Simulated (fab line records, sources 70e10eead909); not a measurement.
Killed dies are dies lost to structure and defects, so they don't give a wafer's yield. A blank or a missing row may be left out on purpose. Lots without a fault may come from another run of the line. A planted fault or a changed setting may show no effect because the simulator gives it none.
Chamber matching | flow nand_harc | NHARC_A_STAIRCASE_DESCUM_168 on rie_diel-11: 4 sister chambers
The step chemistry O2, time 3 s. 20 wafers are shown with their chamber, then 10 later ones without.

WAFERS WITH THEIR CHAMBER
wafer  | chamber | drypump_motor_current_A (A) | showerhead_plenum_p_Torr (Torr) | oes_product_au (a.u.)
L074.1 | 0       | 6.1                         | 1.89                            | 0.986
L074.2 | 2       | 5.6                         | 1.81                            | 1.006
L074.3 | 1       | 6.4                         | 1.97                            | 1.009
L076.1 | 1       | 6.4                         | 1.97                            | 0.995
L076.2 | 0       | 6.1                         | 1.88                            | 0.985
L076.3 | 3       | 5.3                         | 1.85                            | 0.991
L077.2 | 2       | 5.6                         | 1.80                            | 1.010
L077.3 | 1       | 6.4                         | 1.97                            | 1.008
L077.5 | 2       | 5.6                         | 1.80                            | 1.016
L080.1 | 2       | 5.6                         | 1.80                            | 1.009
L080.2 | 1       | 6.4                         | 1.97                            | 0.999
L080.4 | 0       | 6.1                         | 1.88                            | 0.982
L078.2 | 0       | 6.1                         | 1.88                            | 0.977
L078.4 | 2       | 5.6                         | 1.80                            | 1.008
L078.5 | 3       | 5.4                         | 1.84                            | 1.005
L078.1 | 3       | 5.4                         | 1.84                            | 0.996
L078.3 | 1       | 6.4                         | 1.97                            | 0.999
L078.6 | 2       | 5.6                         | 1.80                            | 1.011
L081.3 | 1       | 6.4                         | 1.97                            | 1.006
L081.5 | 0       | 6.1                         | 1.88                            | 0.988

SIGNATURES (means of the wafers above)
reading                  | chamber 0 | chamber 1 | chamber 2 | chamber 3 | scatter within a chamber
drypump_motor_current_A  | 6.100     | 6.400     | 5.600     | 5.367     | 0.0204
showerhead_plenum_p_Torr | 1.8820    | 1.9700    | 1.8017    | 1.8433    | 0.00379
oes_product_au           | 0.98360   | 1.00267   | 1.01000   | 0.99733   | 0.00498
Rule: a wafer's distance from a chamber is the root of the sum, over the readings, of the square of ((its reading less the chamber's mean) divided by the reading's scatter). The wafer belongs to the nearest chamber; if the next one is less than 2 further off, it can't be placed. The scatter: the root of (the sum of the squares of (reading less its chamber's mean) over the shown wafers, divided by (wafers less chambers)).

WAFERS WITHOUT THEIR CHAMBER
wafer  | drypump_motor_current_A (A) | showerhead_plenum_p_Torr (Torr) | oes_product_au (a.u.)
L081.6 | 6.4                         | 1.97                            | 1.006
L084.4 | 5.4                         | 1.84                            | 0.997
L084.5 | 5.6                         | 1.80                            | 1.021
L084.6 | 6.4                         | 1.97                            | 1.001
L088.3 | 5.4                         | 1.84                            | 0.980
L088.5 | 6.1                         | 1.87                            | 0.990
L088.6 | 5.4                         | 1.84                            | 0.982
L088.1 | 6.1                         | 1.87                            | 0.983
L088.2 | 5.6                         | 1.80                            | 1.002
L088.4 | 6.4                         | 1.96                            | 0.989

WHICH CHAMBER EACH WENT THROUGH
wafer  | from the rows above | in truth
L081.6 | 1                   | 1
L084.4 | 3                   | 3
L084.5 | 2                   | 2
L084.6 | 1                   | 1
L088.3 | 3                   | 3
L088.5 | 0                   | 0
L088.6 | 3                   | 3
L088.1 | 0                   | 0
L088.2 | 2                   | 2
L088.4 | 1                   | 1
Placed correctly: 10 of 10. Can't be placed from these rows: 0. Placed wrongly: 0.
